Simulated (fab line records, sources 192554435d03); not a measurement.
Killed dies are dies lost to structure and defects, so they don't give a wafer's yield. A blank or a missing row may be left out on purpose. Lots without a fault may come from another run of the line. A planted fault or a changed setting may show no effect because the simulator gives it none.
fab line records | flow n5_finfet
record lots=6 wafers=18 last_day=17
route steps=1938 shown BEOL_M12@1636 PASSIVATION@1936
lots that met no fault: from a run of the same line without faults
start_h: hours from the record's first day to the start of the lot's first wafer shown | wait_h: hours since the lot's step before | " the same as in the row above | L1.1+2: a row that stands for several wafers | - no value, or no start given | * or withheld: withheld | < > ~ a bound
route shown NAME@n: a module of which the file shows steps, and the number in the route of the first | usual: mean/standard deviation of fault-free wafers | same: alike in all rows | chamber/n: place in a boat | sites: the reading at each site | _std_site: their standard deviation | _edge_site: outer sites' mean less inner sites' | radius_mm: how far each site lies from the wafer's centre | mask NAME#n: copy n | behind: the tool/chamber that last shaped the wafer | hold: why the lot was held/for how many hours/how that ended | device: the transistor (n, p or np) that didn't switch | end of line: the same wafers' tests at the end of the route | a step without rows: its recipe alone | killed: dies lost to structure and defects at the first sort, not the wafer's yield | map: a wafer's dies, x killed, . not, _ none there
set.NAME: the setting as run; set.NAME@STEP: as run at that earlier step | model.NAME: the simulator's own value behind a step, which no gauge read
lots at some steps of the route; a table a step, a row a wafer
services: from which hour (start_h, from the record's first day; less than 0 if before it) a tool's chamber was out of use, for how many hours, and why
## steps
# step N5_BEOL_M12_ETCH_67
# recipe chemistry=CF4 target=SiARC target_depth_a=1430 time_s=238.3 ion_energy_ev=80 pressure_mtorr=40 source_w=545 bias_w=36 Ar_flow_sccm=100 cf4_flow_sccm=100 ends=cleared
# usual drypump_motor_current_A=5.5/0.38 etch_rf_on_time_s=242/9.9 mfc_ar_sccm=100.0/0.3 oes_product_au=0.70/0.069 rf_vpp_V=184.2/1.2 showerhead_plenum_p_Torr=2.15/0.082 throttle_valve_pct=15.51/0.28
# columns lot.wafer tool chamber start_h wait_h drypump_motor_current_A etch_rf_on_time_s mfc_ar_sccm oes_product_au rf_hours_counter_h rf_vpp_V showerhead_plenum_p_Torr throttle_valve_pct
L724.1 rie_diel-04 1 244.42 0.0 5.6 241 99.7 0.80 14 186.1 2.27 15.33
L724.2 " 3 " " 5.0 227 99.8 0.77 24 185.2 2.18 15.03
L724.4 " 0 " " 6.0 248 99.7 0.72 35 184.1 2.18 15.33
L727.1 rie_diel-04 0 264.72 0.0 6.0 243 100.4 0.72 44 185.9 2.18 15.33
L727.4 " 1 " " 5.6 242 100.3 0.78 23 185.0 2.27 15.34
L727.5 " 3 " " 5.0 224 100.0 0.76 - 183.5 2.17 15.05
L728.1 rie_diel-05 0 277.98 0.0 4.9 236 99.8 0.59 228 182.7 2.04 15.90
L728.2 " 1 " " 5.6 262 100.2 0.62 109 183.2 2.07 15.45
L728.5 " 2 " " 5.7 237 100.1 0.64 - 182.8 1.97 16.06
L730.1 rie_diel-01 0 281.12 0.0 6.0 249 100.2 0.72 70 184.2 2.09 15.43
L730.4 " 3 " " 5.9 248 100.0 0.58 229 184.6 2.19 15.78
L730.6 " 3 " " 5.9 249 99.7 0.57 - 185.4 2.19 15.78
L740.1 rie_diel-04 3 351.95 0.0 5.0 227 99.7 0.71 66 185.2 2.16 15.11
L740.3 " 2 " " 5.7 246 100.1 0.71 47 184.3 2.19 15.73
L740.5 " 1 " " 5.6 244 99.8 0.75 - 184.0 2.26 15.40
L741.1 rie_diel-05 2 362.18 0.0 5.7 239 99.4 0.62 214 181.5 1.96 16.10
L741.4 " 3 " " 5.0 232 99.6 0.77 21 185.3 2.18 15.36
L741.6 " 1 " " 5.6 257 100.5 0.61 - 182.5 2.06 15.49
# step N5_BEOL_M12_ETCH_68
# recipe chemistry=N2/H2 target=SOC mask_material=SiARC source_w=3000 bias_w=350 temp_c=40 time_s=285 ion_energy_ev=200 pressure_mtorr=30 n2_flow_sccm=200 h2_flow_sccm=200
# usual drypump_motor_current_A=5.5/0.38 oes_product_au=0.83/0.081 rf_vpp_V=524.2/3 showerhead_plenum_p_Torr=2.55/0.1 throttle_valve_pct=17.68/0.28
# columns lot.wafer tool chamber start_h wait_h drypump_motor_current_A oes_product_au rf_hours_counter_h rf_vpp_V showerhead_plenum_p_Torr throttle_valve_pct
L724.1 rie_diel-04 1 244.57 0.1 5.6 0.96 14 529.3 2.72 17.67
L724.2 " 3 " " 5.1 0.88 24 525.8 2.61 17.32
L724.4 " 0 " " 6.0 0.87 36 526.8 2.59 17.45
L727.1 rie_diel-04 0 264.86 0.1 6.0 0.85 44 526.4 2.58 17.48
L727.4 " 1 " " 5.6 0.94 23 529.5 2.72 17.68
L727.5 " 3 " " 5.1 0.87 - 525.2 2.61 17.33
L728.1 rie_diel-05 0 278.13 0.1 4.9 0.69 228 519.1 2.42 18.10
L728.2 " 1 " " 5.6 0.77 109 523.2 2.46 17.63
L728.5 " 2 " " 5.7 0.74 - 518.9 2.34 18.35
L730.1 rie_diel-01 0 281.27 0.1 6.0 0.86 70 522.2 2.45 17.52
L730.4 " 3 " " 6.0 0.69 229 525.6 2.62 18.00
L730.6 " 3 " " 5.9 0.69 - 525.7 2.62 17.98
L740.1 rie_diel-04 3 352.09 0.1 5.1 0.81 66 523.7 2.59 17.39
L740.3 " 2 " " 5.7 0.85 47 525.5 2.55 17.69
L740.5 " 1 " " 5.6 0.89 - 527.3 2.71 17.73
L741.1 rie_diel-05 2 362.32 0.1 5.7 0.72 214 517.3 2.33 18.42
L741.4 " 3 " " 5.0 0.88 21 524.4 2.58 17.33
L741.6 " 1 " " 5.6 0.73 - 520.5 2.44 17.68
# step N5_BEOL_M12_STRIP_69
# recipe chemistry=N2/H2 temp_c=40 n2_flow_sccm=200 h2_flow_sccm=200 rf_frequency_hz=6e+07
# step N5_BEOL_M12_TRENCH_ETCH_34
# recipe chemistry=C4F8/O2/Ar target=SiOC target_depth_a=3189.5 mask_material=SOC pressure_mtorr=30 source_w=3000 bias_w=700 Ar_flow_sccm=400 C4F8_flow_sccm=15 O2_flow_sccm=8 he_inner_torr=15 he_outer_torr=30 time_s=125.5 ion_energy_ev=250
# step N5_BEOL_M12_STRIP_70
# recipe chemistry=C4F8/O2/Ar resist=SiARC rf_frequency_hz=6e+07
# step N5_BEOL_M12_OCD_MEAS_35
# usual trench_depth_nm=319/5
# columns lot.wafer tool chamber start_h wait_h trench_depth_nm
L724.1 ocd-02 - 244.90 0.0 325
L724.2 " - " " 323
L724.4 " - " " 318
L727.1 ocd-01 - 265.20 0.0 321
L727.4 " - " " 328
L727.5 " - " " 324
L728.1 ocd-01 - 278.46 0.0 325
L728.2 " - " " 313
L728.5 " - " " 318
L730.1 ocd-01 - 281.61 0.0 316
L730.4 " - " " 309
L730.6 " - " " 311
L740.1 ocd-01 - 352.43 0.0 324
L740.3 " - " " 318
L740.5 " - " " 326
L741.1 ocd-01 - 362.66 0.0 310
L741.4 " - " " 320
L741.6 " - " " 311
# step N5_BEOL_M12_STRIP_37
# recipe chemistry=N2/H2 power_w=1000 temp_c=250 h2_frac=0.65 overash_fraction=0.3 pressure_mtorr=withheld n2_flow_sccm=1750 h2_flow_sccm=3250
# step N5_BEOL_M12_ETCH_38
# recipe chemistry=CF4/N2 target=SiCN target_depth_a=687 taper_deg=2 time_s=73.4 ion_energy_ev=150 mask_material=SiO2 pressure_mtorr=40 source_w=430 bias_w=70 Ar_flow_sccm=100 cf4_flow_sccm=60 n2_flow_sccm=60
# usual drypump_motor_current_A=5.5/0.39 mfc_ar_sccm=99.99/0.29 oes_product_au=0.81/0.081 rf_vpp_V=382.3/2.4 showerhead_plenum_p_Torr=2.21/0.086 throttle_valve_pct=15.35/0.28
# columns lot.wafer tool chamber start_h wait_h drypump_motor_current_A mfc_ar_sccm oes_product_au rf_hours_counter_h rf_vpp_V showerhead_plenum_p_Torr throttle_valve_pct
L724.1 rie_diel-01 3 248.38 - 6.0 100.64 0.68 223 387.3 2.26 15.61
L724.2 " 0 " " 6.0 100.24 0.84 64 380.3 2.15 15.23
L724.4 " 2 " " 5.4 100.26 0.81 96 382.6 2.22 15.33
L727.1 rie_diel-04 2 266.19 - 5.7 99.78 0.88 15 383.4 2.26 15.44
L727.4 " 1 " " 5.6 100.15 0.91 24 386.9 2.34 15.22
L727.5 " 3 " " 5.1 100.23 0.88 - 383.8 2.25 14.92
L728.1 rie_diel-01 3 278.93 - 6.0 99.72 0.68 228 382.9 2.26 15.63
L728.2 " 2 " " 5.4 99.61 0.82 102 383.2 2.22 15.33
L728.5 " 2 " " 5.4 99.52 0.81 - 381.7 2.22 15.33
L730.1 rie_diel-04 0 281.79 - 6.0 99.83 0.83 50 382.5 2.25 15.22
L730.4 " 1 " " 5.6 99.58 0.89 29 386.5 2.34 15.23
L730.6 " 2 " " 5.7 99.87 0.86 - 383.7 2.25 15.47
L740.1 rie_diel-01 2 352.56 - 5.4 99.92 0.79 133 381.9 2.21 15.42
L740.3 " 3 " " 5.9 100.00 0.99 0 383.7 2.25 15.16
L740.5 " 3 " " 5.9 99.99 0.99 - 382.3 2.25 15.16
L741.1 rie_diel-04 0 364.30 - 6.0 99.71 0.80 77 382.0 2.24 15.26
L741.4 " 3 " " 5.0 100.01 0.84 71 383.4 2.23 15.00
L741.6 " 0 " " 6.0 99.82 0.79 - 382.7 2.24 15.26
# step N5_BEOL_M12_PRECLEAN_39
# recipe chemistry=residue_remover time_s=60 temp_c=40
# step N5_BEOL_M12_SRD_40
# recipe time_s=30 temp_c=23 rinse_liquid=diw dry=n2_spin spin_rpm=1500 dry_time_s=30
# step N5_BEOL_M12_DEGAS_41
# recipe ambient=vacuum temp_c=250 time_s=60
# usual heater_power_w=330/22
# columns lot.wafer tool chamber start_h wait_h heater_power_w
L724.1 pvd_sputter-02 - 248.81 0.3 303
L724.2 " - " " 343
L724.4 " - " " 319
L727.1 pvd_sputter-03 - 266.94 0.6 300
L727.4 " - " " 290
L727.5 " - " " 281
L728.1 pvd_sputter-02 - 279.49 0.4 340
L728.2 " - " " 308
L728.5 " - " " 352
L730.1 pvd_sputter-01 - 282.48 0.5 356
L730.4 " - " " 332
L730.6 " - " " 324
L740.1 pvd_sputter-02 - 353.02 0.3 309
L740.3 " - " " 373
L740.5 " - " " 353
L741.1 pvd_sputter-02 - 364.74 0.3 304
L741.4 " - " " 345
L741.6 " - " " 371
# step N5_BEOL_M12_PRE_CLEAN_42
# recipe gas=H2/He time_s=30 temp_c=250
# step N5_BEOL_M12_SPUTTER_43
# recipe material=TaN target_thk_a=150 temp_c=50 bias_v=168.6 power_w=15000 chamber_pressure_pa=0.12 time_s=24.19
# usual bias_v=168.8/1.6 throttle_valve_pct=29.9/1.1
# columns lot.wafer tool chamber start_h wait_h bias_v throttle_valve_pct model.TaN_of_BEOL_M12_SPUTTER_43.thk_nm
L724.1 pvd_sputter-02 - 248.89 0.0 166.9 30.9 15.2
L724.2 " - " " 170.2 29.4 15.2
L724.4 " - " " 169.2 29.7 15.2
L727.1 pvd_sputter-03 - 267.02 0.0 168.4 30.2 14.8
L727.4 " - " " 169.4 30.2 15.2
L727.5 " - " " 168.8 30.1 15.2
L728.1 pvd_sputter-02 - 279.57 0.0 167.0 29.4 14.8
L728.2 " - " " 169.8 30.9 14.8
L728.5 " - " " 169.7 29.7 15
L730.1 pvd_sputter-01 - 282.56 0.0 169.4 31.0 14.6
L730.4 " - " " 166.8 29.3 14.6
L730.6 " - " " 168.0 29.8 14.4
L740.1 pvd_sputter-02 - 353.10 0.0 170.6 29.9 15.4
L740.3 " - " " 168.0 27.8 13.8
L740.5 " - " " 170.6 29.5 13.6
L741.1 pvd_sputter-02 - 364.82 0.0 167.6 31.0 15
L741.4 " - " " 168.8 29.6 15
L741.6 " - " " 167.3 27.8 13.6
# step N5_BEOL_M12_SPUTTER_44
# recipe material=Ta target_thk_a=100 temp_c=50 bias_v=80 power_w=15000 chamber_pressure_pa=0.07 time_s=16.13
# usual bias_v=79.9/0.79 throttle_valve_pct=29.8/1.1
# columns lot.wafer tool chamber start_h wait_h bias_v throttle_valve_pct
L724.1 pvd_sputter-02 - 248.97 0.0 80.2 31.1
L724.2 " - " " 78.7 29.6
L724.4 " - " " 79.7 29.8
L727.1 pvd_sputter-03 - 267.10 0.0 79.7 29.8
L727.4 " - " " 79.3 30.2
L727.5 " - " " 79.2 30.2
L728.1 pvd_sputter-02 - 279.65 0.0 79.9 29.5
L728.2 " - " " 81.3 31.0
L728.5 " - " " 79.7 29.6
L730.1 pvd_sputter-01 - 282.64 0.0 80.8 30.8
L730.4 " - " " 79.8 29.2
L730.6 " - " " 81.0 29.7
L740.1 pvd_sputter-02 - 353.18 0.0 79.4 29.4
L740.3 " - " " 79.1 27.7
L740.5 " - " " 79.6 29.5
L741.1 pvd_sputter-02 - 364.90 0.0 79.4 30.9
L741.4 " - " " 80.2 29.5
L741.6 " - " " 80.4 27.9
# step N5_PASSIVATION_PROBE_49
# usual defect_limited_yield=91.1/1.6 killed_at_M0_to_M3=35/11 killed_at_M4_up=13/5.4 killed_at_contacts=13/6.5 killed_at_front_end=40/14 killed_at_other=4/3.1 killed_dies=105/18 killed_open=69/14 killed_short=34/7.3 sort_bin_5_function=5.2/0.96 sort_bin_6_memory=3.4/0.77 sort_n_pass=1075/19 sort_yield_pct=91.1/1.6
# same gross_dies=1180 killed_at_back_side=0 sort_bin_4_leakage[%]=0 sort_bin_8_speed[%]=0
# columns lot.wafer tool chamber start_h wait_h defect_limited_yield[%] killed_at_M0_to_M3 killed_at_M4_up killed_at_contacts killed_at_front_end killed_at_other killed_dies killed_open killed_short sort_bin_5_function[%] sort_bin_6_memory[%] sort_n_pass sort_yield_pct[%]
L727.1 prober-02 - 308.45 0.0 92.5 19 20 13 34 2 88 67 19 4.8 2.3 1092 92.5
L727.4 prober-02 - 308.60 0.2 93.2 19 10 14 37 0 80 58 22 4.5 2.2 1100 93.2
L727.5 prober-02 - 308.65 0.2 93.4 27 11 7 31 2 78 50 26 4.1 2.5 1102 93.4
L741.1 prober-02 - 398.46 0.0 90.8 35 14 13 44 3 109 69 30 6.2 2.6 1071 90.8
# killed by level:class
L727.1 MOL_CONTACT_COAG:geometric_particle:open=12 BEOL_M1:geometric_particle:open=9 BEOL_M4:geometric_particle:open=8 DUMMY_GATE:geometric_particle:open=7 STI_FIN_REVEAL:geometric_particle:open=6 FIN_SAQP:geometric_particle:open=4 FIN_SAQP:geometric_particle:short=4 BEOL_M0:geometric_particle:short=4
L727.4 MOL_CONTACT_COAG:geometric_particle:open=12 FIN_SAQP:geometric_particle:open=10 DUMMY_GATE:geometric_particle:open=8 BEOL_M1:geometric_particle:open=5 FIN_SAQP:geometric_particle:short=4 BEOL_M2:geometric_particle:open=4 BEOL_M2:geometric_particle:short=4 STARTING-WAFER:geometric_particle:open=4
L727.5 BEOL_M1:geometric_particle:open=8 DUMMY_GATE:geometric_particle:short=7 STARTING-WAFER:geometric_particle:open=7 DUMMY_GATE:geometric_particle:open=6 MOL_CONTACT_COAG:geometric_particle:open=5 BEOL_M0:geometric_particle:open=4 BEOL_M3:geometric_particle:open=4 BEOL_M0:geometric_particle:short=3
L741.1 FIN_SAQP:geometric_particle:open=11 MOL_CONTACT_COAG:geometric_particle:open=10 BEOL_M2:geometric_particle:open=10 FIN_CUT:area_etch=10 BEOL_M0_SAQP:geometric_particle:open=8 FIN_SAQP:geometric_particle:short=5 DUMMY_GATE:geometric_particle:open=4 BEOL_M0_SAQP:geometric_particle:short=4
## services
# columns tool chamber start_h hours kind
rie_diel-05 0 245.48 11.8 repair
rie_diel-01 - 259.93 15.6 pm
rie_diel-05 3 266.21 - clean
rie_diel-05 3 266.21 - consumable_replace:focus_ring
rie_diel-05 3 266.21 19.3 scheduled_down
rie_diel-05 3 266.21 19.3 vent_cycle
rie_diel-01 1 286.84 1.3 repair
rie_diel-05 3 295.88 15.1 repair
rie_diel-01 0 311.92 8.4 repair
rie_diel-05 0 314.81 2.2 repair
rie_diel-01 3 337.19 - clean
rie_diel-01 3 337.19 - consumable_replace:focus_ring
rie_diel-01 3 337.19 15.0 scheduled_down
rie_diel-01 3 337.19 15.0 vent_cycle
rie_diel-05 0 342.27 - clean
rie_diel-05 0 342.27 - consumable_replace:focus_ring
rie_diel-05 0 342.27 - consumable_replace:showerhead
rie_diel-05 0 342.27 16.1 scheduled_down
rie_diel-05 0 342.27 16.1 vent_cycle
pvd_sputter-03 - 355.57 0.7 repair
## key
first_sign none at tools or gauges
model_effect step=N5_BEOL_M12_SPUTTER_43 value=TaN_of_BEOL_M12_SPUTTER_43.thk_nm without=15.27 struck=13.67
met_at N5_BEOL_M12_SPUTTER_43
struck_wafers L740.3,L740.5,L741.6
baseline_loss step=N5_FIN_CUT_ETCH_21 wafers=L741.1
onset_between 279.57 353.10
fault kind=process_parameter_drift tool=pvd_sputter-02 chamber=- onset_h=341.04 steps=N5_BEOL_M12_SPUTTER_43 channel=time_s offset=* shape=step end_h=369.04 scope=struck_wafers_only acts_in=* stated=*
# baseline_loss: these wafers lose ten dies or more at that step, a loss of the line's own and not of a fault; the sort's usual values leave them out
